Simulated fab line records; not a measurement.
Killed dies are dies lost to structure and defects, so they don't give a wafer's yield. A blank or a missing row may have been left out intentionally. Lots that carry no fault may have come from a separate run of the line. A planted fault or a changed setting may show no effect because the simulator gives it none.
A lot that was struck, set against a sound lot	flow n5 finfet	38 out of 1938 route steps
Sound: wafers L762.3, L762.4, L762.5. Struck: wafer L767.1 (L767.2, L767.4, from the same lot, were not struck and are left out); the cause is given at the end.
For every step that has rows: the tool of each side, followed by ch and its chambers, followed by its first start. Under that, the readings that differ: sound wafers	struck wafers	difference of the means	sigmas: that difference in standard deviations of wafers without a fault.
alike: a reading whose means differ by less than 2 such deviations, as well as words and numbers matching on both sides. not compared: withheld readings; readings where some wafer has no value; bounds like >300 that might hide an equal value; numbers whose values overlap and for which the record gives no deviation.
Wherever a step has rows on one side only, a row that says differs or no value, or a row with sigmas, the two part there. Non-overlapping numbers with no deviation appear without sigmas and do not part them. Lack of a reading on every wafer of one side parts them only where that side has two or more wafers.

first, 9 steps without rows for these wafers: N5_BEOL_M14_SOFTBAKE_23 (time 60 s); N5_BEOL_M14_EXPOSE_25 (exposes mask M14, target cd 280 nm); N5_BEOL_M14_PEB_26 (peb time 90 s); N5_BEOL_M14_DEVELOP_27 (develop time 45 s); N5_BEOL_M14_HARDBAKE_32 (time 120 s); N5_BEOL_M14_DESCUM_33 (chemistry O2, time 7.9 s); N5_BEOL_M14_ETCH_67 (etches SiARC in CF4, target depth 143 nm, time 238.3 s); N5_BEOL_M14_ETCH_68 (etches SOC in N2/H2, time 450 s); N5_BEOL_M14_STRIP_69 (strips in N2/H2).
N5_BEOL_M14_TRENCH_ETCH_34: etches SiO2 in C4F8/O2/Ar, target depth 556.65 nm, time 126.9 s.
  sound on rie diel-05 ch 1,2,3, day 19 06:07; struck on rie diel-04 ch 0, day 16 01:35
reading	sound	struck	difference	sigmas
model.etch.depth nm (nm)	570.6 575.9 560.4	1046	+477	
model.BEOL_M14.cd nm (nm)	282.6 281.4 280.6	287.6	+6.1	
  alike: drypump motor current A, oes product au, rf vpp V, showerhead plenum p Torr, throttle valve pct
  not compared: rf hours counter h
then, 1 step without rows for these wafers: N5_BEOL_M14_STRIP_70 (strips in C4F8/O2/Ar).
N5_BEOL_M14_OCD_MEAS_35:
  sound: ocd-01 at day 19 06:17; struck: ocd-02 at day 16 01:44
reading	sound	struck	difference	sigmas
trench depth nm (nm)	570 577 561	1046	+477	+54
then, 1 step without rows for these wafers: N5_BEOL_M14_STRIP_37 (strips in O2).
N5_BEOL_M14_ETCH_38: etches SiCN in CF4/N2, target depth 106.5 nm, time 120.6 s.
  sound on rie diel-02 ch 0,1,3; struck on rie diel-04 ch 0
reading	sound	struck	difference	sigmas
model.BEOL_M14.cd nm (nm)	282.6 281.2 280.6	287.6	+6.1	
  alike: drypump motor current A, oes product au, rf vpp V, showerhead plenum p Torr, throttle valve pct
  not compared: rf hours counter h
then, 9 steps without rows for these wafers: N5_BEOL_M14_PRECLEAN_39 (cleans in residue remover, time 60 s); N5_BEOL_M14_SRD_40 (time 30 s, dry time 30 s); N5_BEOL_M14_DEGAS_41 (time 60 s); N5_BEOL_M14_PRE_CLEAN_42 (time 30 s); N5_BEOL_M14_SPUTTER_43 (material TaN, target thk 15 nm, time 24.19 s); N5_BEOL_M14_SPUTTER_44 (material Ta, target thk 15 nm, time 24.19 s); N5_BEOL_M14_SPUTTER_45 (material Cu, target thk 100 nm, time 16.67 s); N5_BEOL_M14_ECD_47 (material Cu, target thk 1248 nm); N5_BEOL_M14_ANNEAL_48 (time 90 s).
N5_BEOL_M14_CMP_49: polishes, stops on SiO2, t overpolish 5.2 s, target thk 560 nm.
  sound on cmp-02 ch 2,3, day 19 08:13; struck on cmp-04 ch 0, day 16 12:34
reading	sound	struck	difference	sigmas
model.Cu_of_BEOL_M14_ECD_47.thk nm (nm)	574 579.6 563.2	1050	+478	
  alike: barrier field endpoint s, clearing platen down force psi, head pressure psi, motor current A, overpolish run s, time to endpoint s
N5_BEOL_M14_THK_MEAS_50: measures by xrf.
  sound: film metro-01 at day 19 08:31; struck: film metro-02 at day 16 12:51
reading	sound	struck	difference	sigmas
M14_THK (nm)	586 591 581	1053	+467	+39
then, 2 steps without rows for these wafers: N5_BEOL_M14_PRE_CLEAN_52 (time 15 s); N5_BEOL_M14_DEP_53 (deposits SiCN from 3MS/NH3, target thk 50 nm, time 17.8 s).
N5_BEOL_M14_RS_MEAS_54: measurement is done with a four-point probe.
  sound: film metro-02 at day 19 08:38; struck: film metro-01 at day 16 12:59
reading	sound	struck	difference	sigmas
M14_RS (ohm/sq)	0.0324 0.0321 0.0330	0.0175	-0.0150	-28
then, 9 steps without rows for these wafers: N5_BEOL_M15_ILD_DEP_00 (deposits SiO2 from TEOS/O2, target thk 1629.3 nm, time 346.1 s); N5_BEOL_M15_COAT_58 (time 60 s, resist thk 89 nm); N5_BEOL_M15_COAT_04 (resist thk 800 nm); N5_BEOL_M15_EBR_06; N5_BEOL_M15_SOFTBAKE_05 (time 60 s); N5_BEOL_M15_EXPOSE_07 (exposes mask V14); N5_BEOL_M15_PEB_08 (peb time 90 s); N5_BEOL_M15_DEVELOP_09 (develop time 45 s); N5_BEOL_M15_HARDBAKE_14 (time 120 s).
N5_BEOL_M15_RC_MEAS_101:
  sound on prober-02 ch 0, day 19 14:39; struck on prober-01 ch 0, day 17 00:51
reading	sound	struck	difference	sigmas
COMB_M6 (S/m)	3.3e-11 4.4e-11 3.9e-11	2.3e-11	-1.6e-11	-3
SERP_M14 (ohm/um)	0.1544 0.1536 0.1592	0.0814	-0.0743	-26
SERP_M14_max_site (ohm/um)	0.1554 0.1552 0.1608	0.0821	-0.0750	-26
  alike: COMB_M10, COMB_M11, COMB_M12, COMB_M13, COMB_M15, COMB_M5, COMB_M7, COMB_M7_max_site, COMB_M8, COMB_M9, SERP_M10, SERP_M11, SERP_M12, SERP_M13, SERP_M5, SERP_M5_max_site, SERP_M6, SERP_M7, SERP_M8, SERP_M9

== WHERE THEY PART ==
Earliest at N5_BEOL_M14_OCD_MEAS_35; latest, in this record, at N5_BEOL_M15_RC_MEAS_101.

WHY: the cause the simulator had injected
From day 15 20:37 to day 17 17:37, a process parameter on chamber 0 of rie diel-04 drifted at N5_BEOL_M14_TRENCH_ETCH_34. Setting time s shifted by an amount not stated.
